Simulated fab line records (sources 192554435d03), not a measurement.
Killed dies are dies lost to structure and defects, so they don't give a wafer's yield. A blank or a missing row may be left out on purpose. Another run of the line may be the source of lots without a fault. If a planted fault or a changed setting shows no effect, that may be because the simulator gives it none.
What tool caused it? || flow n5Finfet || 24 lots with 72 wafers sampled at 5 steps, on a route of 1938 steps

## WHAT THE GAUGES READ, wafer by wafer
N5_BEOL_M11_RS_MEAS_57: measurement is done with a four-point probe. Usual: M11_RS typically reads 0.1507 ohm/sq, with standard deviation 0.0029.
{"lot": "L074", "measured": "day 10 20:56", "on": "filmMetro-01", "M11_RS (ohm/sq)": "0.1474 0.1482 0.1482", "flag": ""}
{"lot": "L076", "measured": "day 11 00:10", "on": "filmMetro-02", "M11_RS (ohm/sq)": "0.1467 0.1473 0.1482", "flag": ""}
{"lot": "L075", "measured": "day 11 07:51", "on": "filmMetro-02", "M11_RS (ohm/sq)": "0.1543 0.1487 0.1532", "flag": ""}
{"lot": "L077", "measured": "day 11 16:13", "on": "filmMetro-02", "M11_RS (ohm/sq)": "0.1516 0.1531 0.1481", "flag": ""}
{"lot": "L078", "measured": "day 11 17:16", "on": "filmMetro-02", "M11_RS (ohm/sq)": "0.1511 0.1534 0.1524", "flag": ""}
{"lot": "L079", "measured": "day 12 02:47", "on": "filmMetro-02", "M11_RS (ohm/sq)": "0.1491 0.1523 0.1520", "flag": ""}
{"lot": "L080", "measured": "day 12 08:38", "on": "filmMetro-01", "M11_RS (ohm/sq)": "0.1473 0.1511 0.1520", "flag": ""}
{"lot": "L081", "measured": "day 12 16:03", "on": "filmMetro-01", "M11_RS (ohm/sq)": "0.1464 0.1467 0.1448", "flag": ""}
{"lot": "L083", "measured": "day 12 22:13", "on": "filmMetro-02", "M11_RS (ohm/sq)": "0.1522 0.1504 0.1486", "flag": ""}
{"lot": "L082", "measured": "day 12 23:05", "on": "filmMetro-02", "M11_RS (ohm/sq)": "0.1475 0.1469 0.1472", "flag": ""}
{"lot": "L084", "measured": "day 13 07:32", "on": "filmMetro-02", "M11_RS (ohm/sq)": "0.1506 0.1493 0.1513", "flag": ""}
{"lot": "L085", "measured": "day 14 05:13", "on": "filmMetro-01", "M11_RS (ohm/sq)": "0.1485 0.1481 0.1493", "flag": ""}
{"lot": "L086", "measured": "day 14 05:40", "on": "filmMetro-02", "M11_RS (ohm/sq)": "0.1558 0.1559 0.1511", "flag": ""}
{"lot": "L088", "measured": "day 14 07:12", "on": "filmMetro-02", "M11_RS (ohm/sq)": "0.1473 0.1504 0.1495", "flag": ""}
{"lot": "L087", "measured": "day 14 10:04", "on": "filmMetro-02", "M11_RS (ohm/sq)": "0.1513 0.1538 0.1513", "flag": ""}
{"lot": "L091", "measured": "day 14 10:14", "on": "filmMetro-01", "M11_RS (ohm/sq)": "0.1483 0.1562 0.1517", "flag": ""}
{"lot": "L090", "measured": "day 14 18:22", "on": "filmMetro-01", "M11_RS (ohm/sq)": "0.1513 0.1486 0.1477", "flag": ""}
{"lot": "L089", "measured": "day 14 19:59", "on": "filmMetro-02", "M11_RS (ohm/sq)": "0.1482 0.1510 0.1512", "flag": ""}
{"lot": "L094", "measured": "day 15 16:40", "on": "filmMetro-01", "M11_RS (ohm/sq)": "0.1485 0.1492 0.1503", "flag": ""}
{"lot": "L092", "measured": "day 15 17:28", "on": "filmMetro-01", "M11_RS (ohm/sq)": "0.1574 0.1529 0.1526", "flag": ""}
{"lot": "L093", "measured": "day 15 22:02", "on": "filmMetro-01", "M11_RS (ohm/sq)": "0.1528 0.1495 0.1522", "flag": ""}
{"lot": "L095", "measured": "day 15 22:20", "on": "filmMetro-01", "M11_RS (ohm/sq)": "0.1530 0.1497 0.1492", "flag": ""}
{"lot": "L097", "measured": "day 16 09:37", "on": "filmMetro-01", "M11_RS (ohm/sq)": "0.1500 0.1500 0.1503", "flag": ""}
{"lot": "L096", "measured": "day 16 11:24", "on": "filmMetro-01", "M11_RS (ohm/sq)": "0.1534 0.1532 0.1544", "flag": ""}

N5_BEOL_M12_OVL_MEAS_11. Usual: V11_OVL typically reads -1 nm, with standard deviation 5.1.
{"lot": "L074", "measured": "day 10 21:38", "on": "overlay-02", "V11_OVL (nm)": "6 -5 -1", "flag": ""}
{"lot": "L076", "measured": "day 11 00:49", "on": "overlay-01", "V11_OVL (nm)": "-5 -4 -4", "flag": ""}
{"lot": "L075", "measured": "day 11 08:30", "on": "overlay-01", "V11_OVL (nm)": "-4 -1 -5", "flag": ""}
{"lot": "L077", "measured": "day 11 17:19", "on": "overlay-02", "V11_OVL (nm)": "0 3 -1", "flag": ""}
{"lot": "L078", "measured": "day 11 17:56", "on": "overlay-02", "V11_OVL (nm)": "2 -6 0", "flag": ""}
{"lot": "L079", "measured": "day 12 03:19", "on": "overlay-01", "V11_OVL (nm)": "-8 1 0", "flag": ""}
{"lot": "L080", "measured": "day 12 09:10", "on": "overlay-02", "V11_OVL (nm)": "-7 -17 -8", "flag": ""}
{"lot": "L081", "measured": "day 12 16:35", "on": "overlay-02", "V11_OVL (nm)": "-4 -6 1", "flag": ""}
{"lot": "L083", "measured": "day 12 22:52", "on": "overlay-02", "V11_OVL (nm)": "-10 -3 -3", "flag": ""}
{"lot": "L082", "measured": "day 12 23:37", "on": "overlay-02", "V11_OVL (nm)": "9 7 5", "flag": ""}
{"lot": "L084", "measured": "day 13 08:15", "on": "overlay-01", "V11_OVL (nm)": "4 6 3", "flag": ""}
{"lot": "L085", "measured": "day 14 05:52", "on": "overlay-02", "V11_OVL (nm)": "2 0 -6", "flag": ""}
{"lot": "L086", "measured": "day 14 06:19", "on": "overlay-01", "V11_OVL (nm)": "-4 -3 4", "flag": ""}
{"lot": "L088", "measured": "day 14 07:44", "on": "overlay-01", "V11_OVL (nm)": "-8 -3 -3", "flag": ""}
{"lot": "L087", "measured": "day 14 10:35", "on": "overlay-01", "V11_OVL (nm)": "-1 -9 1", "flag": ""}
{"lot": "L091", "measured": "day 14 10:49", "on": "overlay-02", "V11_OVL (nm)": "-12 -12 -4", "flag": ""}
{"lot": "L090", "measured": "day 14 18:54", "on": "overlay-01", "V11_OVL (nm)": "9 -2 5", "flag": ""}
{"lot": "L089", "measured": "day 14 20:38", "on": "overlay-01", "V11_OVL (nm)": "-2 2 4", "flag": ""}
{"lot": "L094", "measured": "day 15 17:20", "on": "overlay-01", "V11_OVL (nm)": "0 -5 -4", "flag": ""}
{"lot": "L092", "measured": "day 15 18:07", "on": "overlay-02", "V11_OVL (nm)": "-2 5 9", "flag": ""}
{"lot": "L093", "measured": "day 15 22:35", "on": "overlay-01", "V11_OVL (nm)": "1 -7 0", "flag": ""}
{"lot": "L095", "measured": "day 15 22:59", "on": "overlay-02", "V11_OVL (nm)": "1 1 -2", "flag": ""}
{"lot": "L097", "measured": "day 16 10:08", "on": "overlay-02", "V11_OVL (nm)": "1 -8 -6", "flag": ""}
{"lot": "L096", "measured": "day 16 12:03", "on": "overlay-02", "V11_OVL (nm)": "-3 6 4", "flag": ""}

N5_BEOL_M13_CD_MEAS_17 targets a cd of 190 nm. Usual: cdNm at 191.3 nm, with a standard deviation of 1.6.
{"lot": "L074", "measured": "day 11 08:49", "on": "cdSem-01", "cdNm (nm)": "193.2 190.4 191.9", "flag": ""}
{"lot": "L076", "measured": "day 11 06:11", "on": "cdSem-03", "cdNm (nm)": "191.6 192.7 194.9", "flag": ""}
{"lot": "L075", "measured": "day 11 13:27", "on": "cdSem-01", "cdNm (nm)": "190.4 190.8 191.1", "flag": ""}
{"lot": "L077", "measured": "day 11 22:30", "on": "cdSem-01", "cdNm (nm)": "189.7 190.6 191.5", "flag": ""}
{"lot": "L078", "measured": "day 12 03:47", "on": "cdSem-01", "cdNm (nm)": "195.5 192.1 193.5", "flag": ""}
{"lot": "L079", "measured": "day 12 12:50", "on": "cdSem-03", "cdNm (nm)": "188.0 193.4 189.5", "flag": ""}
{"lot": "L080", "measured": "day 12 14:41", "on": "cdSem-01", "cdNm (nm)": "192.1 192.2 189.5", "flag": ""}
{"lot": "L081", "measured": "day 13 00:03", "on": "cdSem-03", "cdNm (nm)": "193.1 193.3 193.1", "flag": ""}
{"lot": "L083", "measured": "day 13 07:47", "on": "cdSem-03", "cdNm (nm)": "191.6 193.9 191.4", "flag": ""}
{"lot": "L082", "measured": "day 13 08:10", "on": "cdSem-02", "cdNm (nm)": "191.3 189.7 191.8", "flag": ""}
{"lot": "L084", "measured": "day 13 13:23", "on": "cdSem-02", "cdNm (nm)": "188.9 190.2 191.6", "flag": ""}
{"lot": "L085", "measured": "day 14 12:17", "on": "cdSem-03", "cdNm (nm)": "193.1 191.6 190.2", "flag": ""}
{"lot": "L086", "measured": "day 14 12:41", "on": "cdSem-02", "cdNm (nm)": "190.1 189.5 190.6", "flag": ""}
{"lot": "L088", "measured": "day 14 13:16", "on": "cdSem-03", "cdNm (nm)": "192.5 191.4 190.7", "flag": ""}
{"lot": "L087", "measured": "day 14 19:47", "on": "cdSem-03", "cdNm (nm)": "190.2 192.4 190.2", "flag": ""}
{"lot": "L091", "measured": "day 14 15:36", "on": "cdSem-02", "cdNm (nm)": "190.4 188.2 191.2", "flag": ""}
{"lot": "L090", "measured": "day 15 00:48", "on": "cdSem-03", "cdNm (nm)": "192.6 190.9 192.3", "flag": ""}
{"lot": "L089", "measured": "day 15 03:05", "on": "cdSem-02", "cdNm (nm)": "193.5 190.1 192.4", "flag": ""}
{"lot": "L094", "measured": "day 16 00:02", "on": "cdSem-03", "cdNm (nm)": "194.9 192.9 190.0", "flag": ""}
{"lot": "L092", "measured": "day 16 03:06", "on": "cdSem-02", "cdNm (nm)": "191.8 191.5 189.6", "flag": ""}
{"lot": "L093", "measured": "day 16 03:37", "on": "cdSem-01", "cdNm (nm)": "189.4 188.7 192.3", "flag": ""}
{"lot": "L095", "measured": "day 16 03:55", "on": "cdSem-03", "cdNm (nm)": "191.5 189.9 191.1", "flag": ""}
{"lot": "L097", "measured": "day 16 16:36", "on": "cdSem-02", "cdNm (nm)": "189.6 190.1 189.4", "flag": ""}
{"lot": "L096", "measured": "day 16 17:56", "on": "cdSem-01", "cdNm (nm)": "189.8 189.6 190.5", "flag": ""}

## WHICH TOOL RAN EACH LOT (tool, then ch and the chambers of the sampled wafers, then the start)
{"lot": "L074", "N5_BEOL_M12_SPUTTER_43": "pvdSputter-01, day 11 06:21", "N5_BEOL_M13_STRIP_63": "plasmaAsher-02 ch 0, day 11 08:36"}
{"lot": "L076", "N5_BEOL_M12_SPUTTER_43": "pvdSputter-01, day 11 03:21", "N5_BEOL_M13_STRIP_63": "plasmaAsher-01 ch 0,1, day 11 05:59"}
{"lot": "L075", "N5_BEOL_M12_SPUTTER_43": "pvdSputter-01, day 11 11:08", "N5_BEOL_M13_STRIP_63": "plasmaAsher-02 ch 0,1, day 11 13:15"}
{"lot": "L077", "N5_BEOL_M12_SPUTTER_43": "pvdSputter-03, day 11 20:14", "N5_BEOL_M13_STRIP_63": "plasmaAsher-02 ch 0,1, day 11 22:18"}
{"lot": "L078", "N5_BEOL_M12_SPUTTER_43": "pvdSputter-02, day 12 01:29", "N5_BEOL_M13_STRIP_63": "plasmaAsher-01 ch 0,1, day 12 03:35"}
{"lot": "L079", "N5_BEOL_M12_SPUTTER_43": "pvdSputter-01, day 12 10:11", "N5_BEOL_M13_STRIP_63": "plasmaAsher-01 ch 0, day 12 12:37"}
{"lot": "L080", "N5_BEOL_M12_SPUTTER_43": "pvdSputter-01, day 12 11:54", "N5_BEOL_M13_STRIP_63": "plasmaAsher-01 ch 0, day 12 14:28"}
{"lot": "L081", "N5_BEOL_M12_SPUTTER_43": "pvdSputter-02, day 12 21:03", "N5_BEOL_M13_STRIP_63": "plasmaAsher-02 ch 0, day 12 23:49"}
{"lot": "L083", "N5_BEOL_M12_SPUTTER_43": "pvdSputter-03, day 13 05:26", "N5_BEOL_M13_STRIP_63": "plasmaAsher-01 ch 0,1, day 13 07:34"}
{"lot": "L082", "N5_BEOL_M12_SPUTTER_43": "pvdSputter-03, day 13 05:45", "N5_BEOL_M13_STRIP_63": "plasmaAsher-02 ch 0,1, day 13 07:58"}
{"lot": "L084", "N5_BEOL_M12_SPUTTER_43": "pvdSputter-02, day 13 10:53", "N5_BEOL_M13_STRIP_63": "plasmaAsher-02 ch 0,1, day 13 13:11"}
{"lot": "L085", "N5_BEOL_M12_SPUTTER_43": "pvdSputter-03, day 14 09:52", "N5_BEOL_M13_STRIP_63": "plasmaAsher-01 ch 0,1, day 14 12:05"}
{"lot": "L086", "N5_BEOL_M12_SPUTTER_43": "pvdSputter-02, day 14 09:53", "N5_BEOL_M13_STRIP_63": "plasmaAsher-01 ch 0,1, day 14 12:29"}
{"lot": "L088", "N5_BEOL_M12_SPUTTER_43": "pvdSputter-01, day 14 09:55", "N5_BEOL_M13_STRIP_63": "plasmaAsher-02 ch 0,1, day 14 13:03"}
{"lot": "L087", "N5_BEOL_M12_SPUTTER_43": "pvdSputter-02, day 14 17:28", "N5_BEOL_M13_STRIP_63": "plasmaAsher-01 ch 0,1, day 14 19:35"}
{"lot": "L091", "N5_BEOL_M12_SPUTTER_43": "pvdSputter-02, day 14 13:20", "N5_BEOL_M13_STRIP_63": "plasmaAsher-01 ch 0,1, day 14 15:24"}
{"lot": "L090", "N5_BEOL_M12_SPUTTER_43": "pvdSputter-02, day 14 22:23", "N5_BEOL_M13_STRIP_63": "plasmaAsher-01 ch 0,1, day 15 00:36"}
{"lot": "L089", "N5_BEOL_M12_SPUTTER_43": "pvdSputter-01, day 15 00:11", "N5_BEOL_M13_STRIP_63": "plasmaAsher-01 ch 0,1, day 15 02:53"}
{"lot": "L094", "N5_BEOL_M12_SPUTTER_43": "pvdSputter-02, day 15 21:45", "N5_BEOL_M13_STRIP_63": "plasmaAsher-02 ch 0,1, day 15 23:50"}
{"lot": "L092", "N5_BEOL_M12_SPUTTER_43": "pvdSputter-02, day 16 00:41", "N5_BEOL_M13_STRIP_63": "plasmaAsher-01 ch 0,1, day 16 02:53"}
{"lot": "L093", "N5_BEOL_M12_SPUTTER_43": "pvdSputter-02, day 16 01:13", "N5_BEOL_M13_STRIP_63": "plasmaAsher-01 ch 0,1, day 16 03:24"}
{"lot": "L095", "N5_BEOL_M12_SPUTTER_43": "pvdSputter-03, day 16 01:36", "N5_BEOL_M13_STRIP_63": "plasmaAsher-02 ch 0,1, day 16 03:43"}
{"lot": "L097", "N5_BEOL_M12_SPUTTER_43": "pvdSputter-01, day 16 13:50", "N5_BEOL_M13_STRIP_63": "plasmaAsher-01 ch 0,1, day 16 16:23"}
{"lot": "L096", "N5_BEOL_M12_SPUTTER_43": "pvdSputter-01, day 16 15:00", "N5_BEOL_M13_STRIP_63": "plasmaAsher-02 ch 0,1, day 16 17:44"}
- N5_BEOL_M12_SPUTTER_43: material TaN, target thk 15 nm, time 24.19 s.
- N5_BEOL_M13_STRIP_63: strips in N2/H2.

## WHAT THE TOOLS THEMSELVES READ (means of the sampled wafers that have a number; where no wafer has one, the mark that the record gives instead)
N5_BEOL_M12_SPUTTER_43. Usual: susceptorTempC 50.01 C, standard deviation 0.099; throttleValvePct 30.1 %, standard deviation 0.63.
{"lot": "L074", "tool": "pvdSputter-01", "susceptorTempC (C)": 49.98, "throttleValvePct (%)": 30.2, "flag": ""}
{"lot": "L076", "tool": "pvdSputter-01", "susceptorTempC (C)": 50.06, "throttleValvePct (%)": 29.9, "flag": ""}
{"lot": "L075", "tool": "pvdSputter-01", "susceptorTempC (C)": 49.97, "throttleValvePct (%)": 30.0, "flag": ""}
{"lot": "L077", "tool": "pvdSputter-03", "susceptorTempC (C)": 49.99, "throttleValvePct (%)": 30.5, "flag": ""}
{"lot": "L078", "tool": "pvdSputter-02", "susceptorTempC (C)": 50.08, "throttleValvePct (%)": 29.7, "flag": ""}
{"lot": "L079", "tool": "pvdSputter-01", "susceptorTempC (C)": 50.03, "throttleValvePct (%)": 29.9, "flag": ""}
{"lot": "L080", "tool": "pvdSputter-01", "susceptorTempC (C)": 49.98, "throttleValvePct (%)": 30.2, "flag": ""}
{"lot": "L081", "tool": "pvdSputter-02", "susceptorTempC (C)": 49.91, "throttleValvePct (%)": 30.4, "flag": ""}
{"lot": "L083", "tool": "pvdSputter-03", "susceptorTempC (C)": 49.98, "throttleValvePct (%)": 30.5, "flag": ""}
{"lot": "L082", "tool": "pvdSputter-03", "susceptorTempC (C)": 49.86, "throttleValvePct (%)": 29.8, "flag": ""}
{"lot": "L084", "tool": "pvdSputter-02", "susceptorTempC (C)": 50.01, "throttleValvePct (%)": 30.0, "flag": ""}
{"lot": "L085", "tool": "pvdSputter-03", "susceptorTempC (C)": 50.02, "throttleValvePct (%)": 30.0, "flag": ""}
{"lot": "L086", "tool": "pvdSputter-02", "susceptorTempC (C)": 50.05, "throttleValvePct (%)": 30.4, "flag": ""}
{"lot": "L088", "tool": "pvdSputter-01", "susceptorTempC (C)": 49.96, "throttleValvePct (%)": 30.4, "flag": ""}
{"lot": "L087", "tool": "pvdSputter-02", "susceptorTempC (C)": 49.90, "throttleValvePct (%)": 29.8, "flag": ""}
{"lot": "L091", "tool": "pvdSputter-02", "susceptorTempC (C)": 49.91, "throttleValvePct (%)": 29.6, "flag": ""}
{"lot": "L090", "tool": "pvdSputter-02", "susceptorTempC (C)": 50.04, "throttleValvePct (%)": 30.0, "flag": ""}
{"lot": "L089", "tool": "pvdSputter-01", "susceptorTempC (C)": 50.07, "throttleValvePct (%)": 30.0, "flag": ""}
{"lot": "L094", "tool": "pvdSputter-02", "susceptorTempC (C)": 49.97, "throttleValvePct (%)": 30.6, "flag": ""}
{"lot": "L092", "tool": "pvdSputter-02", "susceptorTempC (C)": 50.06, "throttleValvePct (%)": 30.5, "flag": ""}
{"lot": "L093", "tool": "pvdSputter-02", "susceptorTempC (C)": 50.07, "throttleValvePct (%)": 30.4, "flag": ""}
{"lot": "L095", "tool": "pvdSputter-03", "susceptorTempC (C)": 50.02, "throttleValvePct (%)": 30.1, "flag": ""}
{"lot": "L097", "tool": "pvdSputter-01", "susceptorTempC (C)": 49.96, "throttleValvePct (%)": 29.7, "flag": ""}
{"lot": "L096", "tool": "pvdSputter-01", "susceptorTempC (C)": 50.09, "throttleValvePct (%)": 30.3, "flag": ""}

N5_BEOL_M13_STRIP_63. Usual: drypumpMotorCurrentA 5.8 A, standard deviation 0.52; heaterPowerW 350 W, standard deviation 10; oesProductAu 0.674 a.u., standard deviation 0.0051; stripTimeToEndpointS 27.7 s, standard deviation 1.1.
{"lot": "L074", "tool": "plasmaAsher-02", "drypumpMotorCurrentA (A)": 5.2, "heaterPowerW (W)": 355, "oesProductAu (a.u.)": 0.674, "stripTimeToEndpointS (s)": 27.3, "flag": ""}
{"lot": "L076", "tool": "plasmaAsher-01", "drypumpMotorCurrentA (A)": 6.2, "heaterPowerW (W)": 344, "oesProductAu (a.u.)": 0.674, "stripTimeToEndpointS (s)": 27.3, "flag": ""}
{"lot": "L075", "tool": "plasmaAsher-02", "drypumpMotorCurrentA (A)": 5.2, "heaterPowerW (W)": 359, "oesProductAu (a.u.)": 0.670, "stripTimeToEndpointS (s)": 28.5, "flag": ""}
{"lot": "L077", "tool": "plasmaAsher-02", "drypumpMotorCurrentA (A)": 5.2, "heaterPowerW (W)": 359, "oesProductAu (a.u.)": 0.677, "stripTimeToEndpointS (s)": 28.3, "flag": ""}
{"lot": "L078", "tool": "plasmaAsher-01", "drypumpMotorCurrentA (A)": 6.3, "heaterPowerW (W)": 342, "oesProductAu (a.u.)": 0.675, "stripTimeToEndpointS (s)": 29.0, "flag": ""}
{"lot": "L079", "tool": "plasmaAsher-01", "drypumpMotorCurrentA (A)": 6.4, "heaterPowerW (W)": 336, "oesProductAu (a.u.)": 0.667, "stripTimeToEndpointS (s)": 26.6, "flag": ""}
{"lot": "L080", "tool": "plasmaAsher-01", "drypumpMotorCurrentA (A)": 6.4, "heaterPowerW (W)": 342, "oesProductAu (a.u.)": 0.675, "stripTimeToEndpointS (s)": 27.4, "flag": ""}
{"lot": "L081", "tool": "plasmaAsher-02", "drypumpMotorCurrentA (A)": 5.2, "heaterPowerW (W)": 359, "oesProductAu (a.u.)": 0.676, "stripTimeToEndpointS (s)": 27.8, "flag": ""}
{"lot": "L083", "tool": "plasmaAsher-01", "drypumpMotorCurrentA (A)": 6.3, "heaterPowerW (W)": 338, "oesProductAu (a.u.)": 0.679, "stripTimeToEndpointS (s)": 28.6, "flag": ""}
{"lot": "L082", "tool": "plasmaAsher-02", "drypumpMotorCurrentA (A)": 5.2, "heaterPowerW (W)": 357, "oesProductAu (a.u.)": 0.677, "stripTimeToEndpointS (s)": 27.9, "flag": ""}
{"lot": "L084", "tool": "plasmaAsher-02", "drypumpMotorCurrentA (A)": 5.2, "heaterPowerW (W)": 359, "oesProductAu (a.u.)": 0.671, "stripTimeToEndpointS (s)": 28.4, "flag": ""}
{"lot": "L085", "tool": "plasmaAsher-01", "drypumpMotorCurrentA (A)": 6.3, "heaterPowerW (W)": 342, "oesProductAu (a.u.)": 0.675, "stripTimeToEndpointS (s)": 28.0, "flag": ""}
{"lot": "L086", "tool": "plasmaAsher-01", "drypumpMotorCurrentA (A)": 6.3, "heaterPowerW (W)": 343, "oesProductAu (a.u.)": 0.673, "stripTimeToEndpointS (s)": 27.3, "flag": ""}
{"lot": "L088", "tool": "plasmaAsher-02", "drypumpMotorCurrentA (A)": 5.2, "heaterPowerW (W)": 358, "oesProductAu (a.u.)": 0.672, "stripTimeToEndpointS (s)": 28.1, "flag": ""}
{"lot": "L087", "tool": "plasmaAsher-01", "drypumpMotorCurrentA (A)": 6.1, "heaterPowerW (W)": 349, "oesProductAu (a.u.)": 0.673, "stripTimeToEndpointS (s)": 27.1, "flag": ""}
{"lot": "L091", "tool": "plasmaAsher-01", "drypumpMotorCurrentA (A)": 6.3, "heaterPowerW (W)": 346, "oesProductAu (a.u.)": 0.674, "stripTimeToEndpointS (s)": 28.8, "flag": ""}
{"lot": "L090", "tool": "plasmaAsher-01", "drypumpMotorCurrentA (A)": 6.2, "heaterPowerW (W)": 344, "oesProductAu (a.u.)": 0.671, "stripTimeToEndpointS (s)": 26.7, "flag": ""}
{"lot": "L089", "tool": "plasmaAsher-01", "drypumpMotorCurrentA (A)": 6.3, "heaterPowerW (W)": 344, "oesProductAu (a.u.)": 0.676, "stripTimeToEndpointS (s)": 27.0, "flag": ""}
{"lot": "L094", "tool": "plasmaAsher-02", "drypumpMotorCurrentA (A)": 5.2, "heaterPowerW (W)": 359, "oesProductAu (a.u.)": 0.675, "stripTimeToEndpointS (s)": 27.0, "flag": ""}
{"lot": "L092", "tool": "plasmaAsher-01", "drypumpMotorCurrentA (A)": 6.3, "heaterPowerW (W)": 348, "oesProductAu (a.u.)": 0.677, "stripTimeToEndpointS (s)": 29.0, "flag": ""}
{"lot": "L093", "tool": "plasmaAsher-01", "drypumpMotorCurrentA (A)": 6.1, "heaterPowerW (W)": 350, "oesProductAu (a.u.)": 0.678, "stripTimeToEndpointS (s)": 29.1, "flag": ""}
{"lot": "L095", "tool": "plasmaAsher-02", "drypumpMotorCurrentA (A)": 5.2, "heaterPowerW (W)": 358, "oesProductAu (a.u.)": 0.674, "stripTimeToEndpointS (s)": 28.0, "flag": ""}
{"lot": "L097", "tool": "plasmaAsher-01", "drypumpMotorCurrentA (A)": 6.3, "heaterPowerW (W)": 336, "oesProductAu (a.u.)": 0.671, "stripTimeToEndpointS (s)": 26.0, "flag": ""}
{"lot": "L096", "tool": "plasmaAsher-02", "drypumpMotorCurrentA (A)": 5.2, "heaterPowerW (W)": 359, "oesProductAu (a.u.)": 0.667, "stripTimeToEndpointS (s)": 27.0, "flag": ""}

## THE ANSWER, worked out from the rows above alone
Rule: a lot is off if the mean of its wafers that have a number lies more than 3 standard deviations from the usual mean. A lot without any number at a reading at which 4 lots or more have one is off too. Where the step has rows for the other lots, those lots are counted as sound. Order of review: gauges by route order, followed by the tools' own readings, for which a lot's mean as printed above is used. The first step at which some lot is off is used, and at that step the reading that is off furthest; a lot without a number counts as furthest.
Across all readings shown, no lot is off: no conclusion can be drawn from this.

## WHAT WAS PUT IN BY THE SIMULATOR
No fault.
